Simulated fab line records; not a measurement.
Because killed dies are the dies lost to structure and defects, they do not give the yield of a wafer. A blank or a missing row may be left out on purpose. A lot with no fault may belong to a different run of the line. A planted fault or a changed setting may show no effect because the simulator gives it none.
What tool caused it? || flow nand-harc || 11 lots with 33 wafers sampled at 6 steps, on a route of 1159 steps

## WHAT EACH GAUGE READ, for each wafer
NHARC_P_M0_THK_MEAS_24: measures by xrf.
{"lot": "L197", "measured": "day 6 07:18", "on": "film-metro-01", "thk-nm (nm)": "116.6 118.1 116.3"}
{"lot": "L198", "measured": "day 6 20:39", "on": "film-metro-02", "thk-nm (nm)": "114.5 116.3 118.1"}
{"lot": "L199", "measured": "day 6 21:04", "on": "film-metro-01", "thk-nm (nm)": "115.6 116.9 117.2"}
{"lot": "L203", "measured": "day 7 18:31", "on": "film-metro-02", "thk-nm (nm)": "116.8 118.6 117.8"}
{"lot": "L204", "measured": "day 8 07:27", "on": "film-metro-01", "thk-nm (nm)": "116.0 117.5 117.7"}
{"lot": "L209", "measured": "day 9 05:42", "on": "film-metro-01", "thk-nm (nm)": "114.6 116.1 117.5"}
{"lot": "L210", "measured": "day 9 23:37", "on": "film-metro-01", "thk-nm (nm)": "116.6 118.2 119.5"}
{"lot": "L211", "measured": "day 10 04:28", "on": "film-metro-01", "thk-nm (nm)": "117.8 118.9 117.5"}
{"lot": "L213", "measured": "day 10 13:00", "on": "film-metro-01", "thk-nm (nm)": "116.8 114.5 117.9"}
{"lot": "L215", "measured": "day 10 13:37", "on": "film-metro-01", "thk-nm (nm)": "116.8 119.0 118.0"}
{"lot": "L217", "measured": "day 11 17:40", "on": "film-metro-01", "thk-nm (nm)": "115.8 120.3 116.9"}

NHARC_P_M1_CD_MEAS_09 targets a cd of 130 nm.
{"lot": "L197", "measured": "day 6 09:05", "on": "cd-sem-02", "cd-nm (nm)": "129.7 130.1 130.3"}
{"lot": "L198", "measured": "day 6 22:20", "on": "cd-sem-02", "cd-nm (nm)": "129.1 130.2 129.6"}
{"lot": "L199", "measured": "day 6 22:38", "on": "cd-sem-02", "cd-nm (nm)": "130.1 129.8 130.1"}
{"lot": "L203", "measured": "day 7 19:56", "on": "cd-sem-03", "cd-nm (nm)": "130.4 130.2 129.4"}
{"lot": "L204", "measured": "day 8 09:00", "on": "cd-sem-03", "cd-nm (nm)": "128.5 130.2 130.4"}
{"lot": "L209", "measured": "day 9 07:14", "on": "cd-sem-03", "cd-nm (nm)": "130.8 130.9 130.3"}
{"lot": "L210", "measured": "day 10 01:03", "on": "cd-sem-02", "cd-nm (nm)": "153.1 153.0 152.7"}
{"lot": "L211", "measured": "day 10 05:53", "on": "cd-sem-01", "cd-nm (nm)": "148.8 148.8 148.8"}
{"lot": "L213", "measured": "day 10 14:43", "on": "cd-sem-01", "cd-nm (nm)": "130.3 129.6 129.6"}
{"lot": "L215", "measured": "day 10 15:36", "on": "cd-sem-03", "cd-nm (nm)": "128.8 130.6 129.8"}
{"lot": "L217", "measured": "day 11 19:11", "on": "cd-sem-02", "cd-nm (nm)": "127.5 128.7 130.0"}

NHARC_END_SORT_01.
{"lot": "L199", "measured": "day 20 11:26", "on": "prober-02", "defect-limited-yield (%)": "94.8 96.6 96.5", "killed-at-array": "30 18 19", "killed-at-other": "1 1 0", "killed-at-periphery": "4 4 5", "killed-dies": "35 23 24", "killed-open": "1 2 6", "killed-short": "2 2 0", "sort_bin_2_pct (%)": "2.1 0.7 1.2", "sort_bin_3_pct (%)": "0.44 0.15 0", "sort_bin_4_pct (%)": "2.7 2.5 2.4", "sort-n-pass": "642 654 653", "sort-rim-yield-pct (%)": "92.5 97.2 96.2", "sort-yield-pct (%)": "94.8 96.6 96.5"}
{"lot": "L203", "measured": "day 21 00:20", "on": "prober-01", "defect-limited-yield (%)": "96.9 96.3 96.3", "killed-at-array": "19 19 21", "killed-at-other": "1 1 0", "killed-at-periphery": "1 5 4", "killed-dies": "21 25 25", "killed-open": "3 7 4", "killed-short": "0 0 1", "sort_bin_2_pct (%)": "0.3 1.0 1.5", "sort_bin_3_pct (%)": "0 0.74 0", "sort_bin_4_pct (%)": "2.8 1.9 2.2", "sort-n-pass": "656 652 652", "sort-rim-yield-pct (%)": "93.4 98.1 98.1", "sort-yield-pct (%)": "96.9 96.3 96.3"}
{"lot": "L209", "measured": "day 22 11:36", "on": "prober-01", "defect-limited-yield (%)": "94.5 93.6 94.4", "killed-at-array": "30 37 29", "killed-at-other": "5 3 5", "killed-at-periphery": "2 3 4", "killed-dies": "37 43 38", "killed-open": "4 5 4", "killed-short": "2 2 2", "sort_bin_2_pct (%)": "1.9 2.7 1.3", "sort_bin_3_pct (%)": "0.44 0.44 0.15", "sort_bin_4_pct (%)": "3.1 3.2 4.1", "sort-n-pass": "640 634 639", "sort-rim-yield-pct (%)": "97.2 93.4 99.1", "sort-yield-pct (%)": "94.5 93.6 94.4"}
{"lot": "L211", "measured": "day 23 11:56", "on": "prober-02", "defect-limited-yield (%)": 94.2, "killed-at-array": 37, "killed-at-other": 0, "killed-at-periphery": 2, "killed-dies": 39, "killed-open": 7, "killed-short": 0, "sort_bin_2_pct (%)": 2.2, "sort_bin_3_pct (%)": 0.15, "sort_bin_4_pct (%)": 3.4, "sort-n-pass": 638, "sort-rim-yield-pct (%)": 95.3, "sort-yield-pct (%)": 94.2}

## WHICH TOOL RAN EACH LOT (tool, then ch and the chambers of the sampled wafers, then the start)
{"lot": "L197", "NHARC_P_M0_PVD_21": "pvd-sputter-03, day 6 07:18 or earlier", "NHARC_P_M1_EXPOSE_06": "arfi-scanner-03 ch 0, day 6 08:56", "NHARC_P_M1_ETCH_35": "rie-diel-02 ch 0,2,3, day 6 09:49"}
{"lot": "L198", "NHARC_P_M0_PVD_21": "pvd-sputter-02, day 6 20:39 or earlier", "NHARC_P_M1_EXPOSE_06": "arfi-scanner-01 ch 0, day 6 22:13", "NHARC_P_M1_ETCH_35": "rie-diel-12 ch 0,2, day 6 22:37"}
{"lot": "L199", "NHARC_P_M0_PVD_21": "pvd-sputter-02, day 6 21:04 or earlier", "NHARC_P_M1_EXPOSE_06": "arfi-scanner-02 ch 0, day 6 22:29", "NHARC_P_M1_ETCH_35": "rie-diel-10 ch 1,2,3, day 6 22:54"}
{"lot": "L203", "NHARC_P_M0_PVD_21": "pvd-sputter-02, day 7 18:31 or earlier", "NHARC_P_M1_EXPOSE_06": "arfi-scanner-03 ch 0, day 7 19:47", "NHARC_P_M1_ETCH_35": "rie-diel-12 ch 1,3, day 7 20:12"}
{"lot": "L204", "NHARC_P_M0_PVD_21": "pvd-sputter-01, day 8 07:27 or earlier", "NHARC_P_M1_EXPOSE_06": "arfi-scanner-01 ch 0, day 8 08:52", "NHARC_P_M1_ETCH_35": "rie-diel-12 ch 0,2,3, day 8 09:17"}
{"lot": "L209", "NHARC_P_M0_PVD_21": "pvd-sputter-02, day 9 05:42 or earlier", "NHARC_P_M1_EXPOSE_06": "arfi-scanner-03 ch 0, day 9 07:06", "NHARC_P_M1_ETCH_35": "rie-diel-02 ch 0,1,3, day 9 07:31"}
{"lot": "L210", "NHARC_P_M0_PVD_21": "pvd-sputter-03, day 9 23:37 or earlier", "NHARC_P_M1_EXPOSE_06": "arfi-scanner-03 ch 0, day 10 00:55", "NHARC_P_M1_ETCH_35": "rie-diel-10 ch 0,3, day 10 01:19"}
{"lot": "L211", "NHARC_P_M0_PVD_21": "pvd-sputter-03, day 10 04:28 or earlier", "NHARC_P_M1_EXPOSE_06": "arfi-scanner-03 ch 0, day 10 05:45", "NHARC_P_M1_ETCH_35": "rie-diel-10 ch 1,2,3, day 10 06:10"}
{"lot": "L213", "NHARC_P_M0_PVD_21": "pvd-sputter-01, day 10 13:00 or earlier", "NHARC_P_M1_EXPOSE_06": "arfi-scanner-02 ch 0, day 10 14:34", "NHARC_P_M1_ETCH_35": "rie-diel-10 ch 0,1,2, day 10 14:59"}
{"lot": "L215", "NHARC_P_M0_PVD_21": "pvd-sputter-03, day 10 13:37 or earlier", "NHARC_P_M1_EXPOSE_06": "arfi-scanner-02 ch 0, day 10 15:28", "NHARC_P_M1_ETCH_35": "rie-diel-02 ch 0,3, day 10 15:53"}
{"lot": "L217", "NHARC_P_M0_PVD_21": "pvd-sputter-03, day 11 17:40 or earlier", "NHARC_P_M1_EXPOSE_06": "arfi-scanner-01 ch 0, day 11 19:04", "NHARC_P_M1_ETCH_35": "rie-diel-10 ch 0,1,2, day 11 19:28"}
- NHARC_P_M0_PVD_21: deposits Cu, target thk 30 nm, time 20.49 s.
- NHARC_P_M1_EXPOSE_06: exposes mask P M1, target cd 130 nm.
- NHARC_P_M1_ETCH_35: etches the open film in N2/H2, target depth 40 nm, overetch 12 nm, time 43.94 s.

## WHAT THE TOOLS THEMSELVES READ (means of the sampled wafers that have a number; where no wafer has one, the mark that the record gives instead)
NHARC_P_M0_PVD_21.
{"lot": "L197", "tool": "pvd-sputter-03", "throttle-valve-pct (%)": 30.3}
{"lot": "L198", "tool": "pvd-sputter-02", "throttle-valve-pct (%)": 30.3}
{"lot": "L199", "tool": "pvd-sputter-02", "throttle-valve-pct (%)": 30.6}
{"lot": "L203", "tool": "pvd-sputter-02", "throttle-valve-pct (%)": 30.4}
{"lot": "L204", "tool": "pvd-sputter-01", "throttle-valve-pct (%)": 29.1}
{"lot": "L209", "tool": "pvd-sputter-02", "throttle-valve-pct (%)": 29.3}
{"lot": "L210", "tool": "pvd-sputter-03", "throttle-valve-pct (%)": 29.3}
{"lot": "L211", "tool": "pvd-sputter-03", "throttle-valve-pct (%)": 30.4}
{"lot": "L213", "tool": "pvd-sputter-01", "throttle-valve-pct (%)": 29.5}
{"lot": "L215", "tool": "pvd-sputter-03", "throttle-valve-pct (%)": 30.3}
{"lot": "L217", "tool": "pvd-sputter-03", "throttle-valve-pct (%)": 30.0}

NHARC_P_M1_EXPOSE_06.
{"lot": "L197", "tool": "arfi-scanner-03", "exposure-dose-mJ-cm2": 81.94, "stage-vel-mm-s (mm/s)": 499.72}
{"lot": "L198", "tool": "arfi-scanner-01", "exposure-dose-mJ-cm2": 81.78, "stage-vel-mm-s (mm/s)": 500.01}
{"lot": "L199", "tool": "arfi-scanner-02", "exposure-dose-mJ-cm2": 81.82, "stage-vel-mm-s (mm/s)": 499.79}
{"lot": "L203", "tool": "arfi-scanner-03", "exposure-dose-mJ-cm2": 81.84, "stage-vel-mm-s (mm/s)": 499.94}
{"lot": "L204", "tool": "arfi-scanner-01", "exposure-dose-mJ-cm2": 81.87, "stage-vel-mm-s (mm/s)": 499.67}
{"lot": "L209", "tool": "arfi-scanner-03", "exposure-dose-mJ-cm2": 81.88, "stage-vel-mm-s (mm/s)": 499.77}
{"lot": "L210", "tool": "arfi-scanner-03", "exposure-dose-mJ-cm2": 119.07, "stage-vel-mm-s (mm/s)": 500.04}
{"lot": "L211", "tool": "arfi-scanner-03", "exposure-dose-mJ-cm2": 111.75, "stage-vel-mm-s (mm/s)": 499.71}
{"lot": "L213", "tool": "arfi-scanner-02", "exposure-dose-mJ-cm2": 81.77, "stage-vel-mm-s (mm/s)": 500.04}
{"lot": "L215", "tool": "arfi-scanner-02", "exposure-dose-mJ-cm2": 81.85, "stage-vel-mm-s (mm/s)": 499.89}
{"lot": "L217", "tool": "arfi-scanner-01", "exposure-dose-mJ-cm2": 81.78, "stage-vel-mm-s (mm/s)": 500.32}

NHARC_P_M1_ETCH_35.
{"lot": "L197", "tool": "rie-diel-02", "drypump-motor-current-A (A)": 5.4, "h2-flow-sccm (sccm)": 150.1, "oes-product-au (a.u.)": 0.996, "rf-vpp-V (V)": 429.7, "showerhead-plenum-p-Torr (Torr)": 2.04, "throttle-valve-pct (%)": 14.179}
{"lot": "L198", "tool": "rie-diel-12", "drypump-motor-current-A (A)": 5.3, "h2-flow-sccm (sccm)": 150.3, "oes-product-au (a.u.)": 1.003, "rf-vpp-V (V)": 433.1, "showerhead-plenum-p-Torr (Torr)": 2.13, "throttle-valve-pct (%)": 14.170}
{"lot": "L199", "tool": "rie-diel-10", "drypump-motor-current-A (A)": 5.1, "h2-flow-sccm (sccm)": 150.2, "oes-product-au (a.u.)": 0.986, "rf-vpp-V (V)": 432.2, "showerhead-plenum-p-Torr (Torr)": 2.09, "throttle-valve-pct (%)": 14.168}
{"lot": "L203", "tool": "rie-diel-12", "drypump-motor-current-A (A)": 5.4, "h2-flow-sccm (sccm)": 150.7, "oes-product-au (a.u.)": 1.020, "rf-vpp-V (V)": 428.2, "showerhead-plenum-p-Torr (Torr)": 2.01, "throttle-valve-pct (%)": 14.174}
{"lot": "L204", "tool": "rie-diel-12", "drypump-motor-current-A (A)": 5.4, "h2-flow-sccm (sccm)": 150.3, "oes-product-au (a.u.)": 1.009, "rf-vpp-V (V)": 430.7, "showerhead-plenum-p-Torr (Torr)": 2.06, "throttle-valve-pct (%)": 14.178}
{"lot": "L209", "tool": "rie-diel-02", "drypump-motor-current-A (A)": 5.6, "h2-flow-sccm (sccm)": 150.1, "oes-product-au (a.u.)": 0.998, "rf-vpp-V (V)": 431.3, "showerhead-plenum-p-Torr (Torr)": 2.05, "throttle-valve-pct (%)": 14.168}
{"lot": "L210", "tool": "rie-diel-10", "drypump-motor-current-A (A)": 5.6, "h2-flow-sccm (sccm)": 150.0, "oes-product-au (a.u.)": 0.995, "rf-vpp-V (V)": 432.2, "showerhead-plenum-p-Torr (Torr)": 2.08, "throttle-valve-pct (%)": 14.172}
{"lot": "L211", "tool": "rie-diel-10", "drypump-motor-current-A (A)": 5.1, "h2-flow-sccm (sccm)": 149.9, "oes-product-au (a.u.)": 0.985, "rf-vpp-V (V)": 431.7, "showerhead-plenum-p-Torr (Torr)": 2.09, "throttle-valve-pct (%)": 14.176}
{"lot": "L213", "tool": "rie-diel-10", "drypump-motor-current-A (A)": 5.6, "h2-flow-sccm (sccm)": 150.0, "oes-product-au (a.u.)": 1.001, "rf-vpp-V (V)": 429.8, "showerhead-plenum-p-Torr (Torr)": 2.02, "throttle-valve-pct (%)": 14.169}
{"lot": "L215", "tool": "rie-diel-02", "drypump-motor-current-A (A)": 5.4, "h2-flow-sccm (sccm)": 150.2, "oes-product-au (a.u.)": 1.008, "rf-vpp-V (V)": 431.8, "showerhead-plenum-p-Torr (Torr)": 2.10, "throttle-valve-pct (%)": 14.173}
{"lot": "L217", "tool": "rie-diel-10", "drypump-motor-current-A (A)": 5.5, "h2-flow-sccm (sccm)": 149.7, "oes-product-au (a.u.)": 1.004, "rf-vpp-V (V)": 430.4, "showerhead-plenum-p-Torr (Torr)": 2.02, "throttle-valve-pct (%)": 14.167}

## THE ANSWER, worked out from the rows above alone
Rule: usual is defined by the lots themselves. The widest of any qualifying gaps counts: lots, ordered by their means at a reading, are off when they make up no more than a third of the lots, leave a main group of 4 or more, and stand apart from it by 3 or more times the standard deviation of that group's means. A main group whose means are all the same, to the digits that the tables above print for the reading, isn't used. Also off: a lot with no number at a reading for which 4 or more lots have one. All remaining lots with rows at the step are treated as sound. After the gauges, taken in route order, come the tools' own readings; for these a lot's mean is taken, as printed above. At the first step where some lot is off, the reading lying furthest off is the one used; lots without a number count as furthest.
Off, at NHARC_P_M1_CD_MEAS_09 on cd-nm: L210, L211. The main group has a mean of 129.8 nm with a standard deviation of 0.48.
A tool fits if, at a process step before that reading, it ran every lot that is off, and no sound lot after the first of them. The gauges at NHARC_P_M1_CD_MEAS_09 aren't tried: what is off there is off at NHARC_P_M1_EXPOSE_06 too, on other tools, and a gauge's error can't cause that. With no start given for some of its lots, NHARC_P_M0_PVD_21 uses the hours and lot order of NHARC_P_M0_THK_MEAS_24. One candidate fits, namely arfi-scanner-03 at NHARC_P_M1_EXPOSE_06. Its last sound lot is L209 (day 9 07:06), its first lot that is off L210 (day 10 00:55): a fault that began between those two fits.
The tool's own readings at NHARC_P_M1_EXPOSE_06 bear it out: on the lots that are off they differ by more than 5 times the standard deviation of the sound lots' means. exposure-dose-mJ-cm2 reads 115.41 there against 81.84 on the sound lots.

## WHAT WAS PUT IN BY THE SIMULATOR
Process parameters drifting: arfi-scanner-03 at NHARC_P_M1_EXPOSE_06, beginning at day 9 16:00. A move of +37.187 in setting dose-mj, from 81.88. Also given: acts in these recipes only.
Struck lots among those shown: L210, L211. The rule above found the same.
